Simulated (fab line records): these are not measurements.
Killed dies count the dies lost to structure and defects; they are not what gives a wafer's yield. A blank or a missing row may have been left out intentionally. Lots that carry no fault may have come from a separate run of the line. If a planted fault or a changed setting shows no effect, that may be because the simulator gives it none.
Lot-split experiment | flow n5-finfet | 7 lots, 21 wafers read, on a route of 1938 steps

ABOUT THE SPLIT
At N5_STI_FIN_REVEAL_ETCHBACK_08 (etches SiO2 in C4F6/O2, target depth 30.5 nm, time 10.167 s), the setting time-s was moved away from the recipe's 10.167 s on 4 of the 21 wafers read, by -12.5% to +11.3%. This setting was run at the recipe's value on the other wafers.

FROM THE SPLIT TO THE READING: what the file shows between them, 3 steps
- N5_STI_FIN_REVEAL_STRIP_24: strips in N2/H2, time 90 s
- N5_STI_FIN_REVEAL_PRECLEAN_25: cleans in SPM, time 90 s
- N5_STI_FIN_REVEAL_SRD_23: time 30 s

THE READING
trench-depth-nm, in nm, at N5_STI_FIN_REVEAL_FIN_H_MEAS_10. On this fab line, fault-free wafers typically give 52.4 nm with a standard deviation of 0.67 nm.

wafer  | tool, chamber at the split | time-s as run, s | against the recipe | trench-depth-nm, nm | against lot-mates on the recipe
L080.2 | rie-diel-01, 0,1,3         | 10.167           | recipe             | 50.5                | -
L080.3 | rie-diel-01, 0,1,3         | 10.167           | recipe             | 53.1                | -
L080.4 | rie-diel-01, 0,1,3         | 10.167           | recipe             | 51.7                | -
L085.3 | rie-diel-01, 1,3,0         | 10.167           | recipe             | 54.0                | -
L085.5 | rie-diel-01, 1,3,0         | 10.167           | recipe             | 53.2                | -
L085.6 | rie-diel-01, 1,3,0         | 10.167           | recipe             | 52.6                | -
L088.2 | rie-diel-01, 1             | 11.32            | +11.3%             | 57.0                | +5.2
L088.3 | rie-diel-01, 0,3           | 10.167           | recipe             | 51.4                | -
L088.5 | rie-diel-01, 0,3           | 10.167           | recipe             | 52.3                | -
L089.3 | rie-diel-03, 2             | 10.75            | +5.7%              | 53.5                | +1.0
L089.4 | rie-diel-03, 3,2           | 10.167           | recipe             | 52.7                | -
L089.6 | rie-diel-03, 3,2           | 10.167           | recipe             | 52.2                | -
L090.1 | rie-diel-02, 2,1,1         | 10.167           | recipe             | 52.3                | -
L090.4 | rie-diel-02, 2,1,1         | 10.167           | recipe             | 52.5                | -
L090.5 | rie-diel-02, 2,1,1         | 10.167           | recipe             | 52.4                | -
L091.2 | rie-diel-02, 2,3,2         | 10.167           | recipe             | 52.7                | -
L091.5 | rie-diel-02, 2,3,2         | 10.167           | recipe             | 51.5                | -
L091.6 | rie-diel-02, 2,3,2         | 10.167           | recipe             | 53.0                | -
L095.1 | rie-diel-03, 2,0           | 8.892            | -12.5%             | 48.3                | -4.7
L095.2 | rie-diel-03, 1             | 10.167           | recipe             | 53.0                | -
L095.4 | rie-diel-03, 2,0           | 8.892            | -12.5%             | 49.5                | -3.5
If several chambers appear in one row, that row covers several wafers at once and the file leaves open which wafer was in which chamber.

THE FIT
A straight line over all 21 wafers: trench-depth-nm changes by +0.308 nm for each +1% of time-s; r = +0.88; the points scatter about the line by 0.83 nm.
The same after taking each lot's own level away (the mean of its wafers on the recipe; 21 wafers): +0.352 nm for each +1%; r = +0.93; scatter 0.7 nm.
That fit puts the effect of the largest move of time-s on the reading at 4.4 nm.
From 51.77 to 53.27 nm: that is the span of the lots' own levels, equal to 2.2 times the standard deviation above.
In other words, the slope is changed by the lot-to-lot level; the two fits disagree.
Check: with one of the wafers moved furthest among these (-12.5%) left out of the fit, the line predicts -4.19 nm for it against its lot-mates. It came out at -4.7 nm against them.

OTHER SPLITS ON THESE WAFERS
Other splits were also applied to these wafers ahead of the reading. Each is held against what the fit with the lots' levels taken away leaves over:
other split on the same wafers        | wafers away from the commonest value | r with trench-depth-nm (lot level and that fit taken away)
N5_WELL_APT_EXPOSE_22 dose-mj         | 9                                    | +0.02
N5_WELL_APT_DEVELOP_24 develop-time-s | 8                                    | -0.05
N5_FIN_SAQP_COAT_50 spin-rpm          | 5                                    | -0.12
N5_FIN_SAQP_ETCH_51 cf4-flow-sccm     | 7                                    | +0.09
N5_FIN_SAQP_SPACER1_ALD_24 ald-cycles | 5                                    | +0.03

THE FILE'S OWN FIT
trench-depth-nm changes by +0.367 nm for each +1% of time-s, r = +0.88.
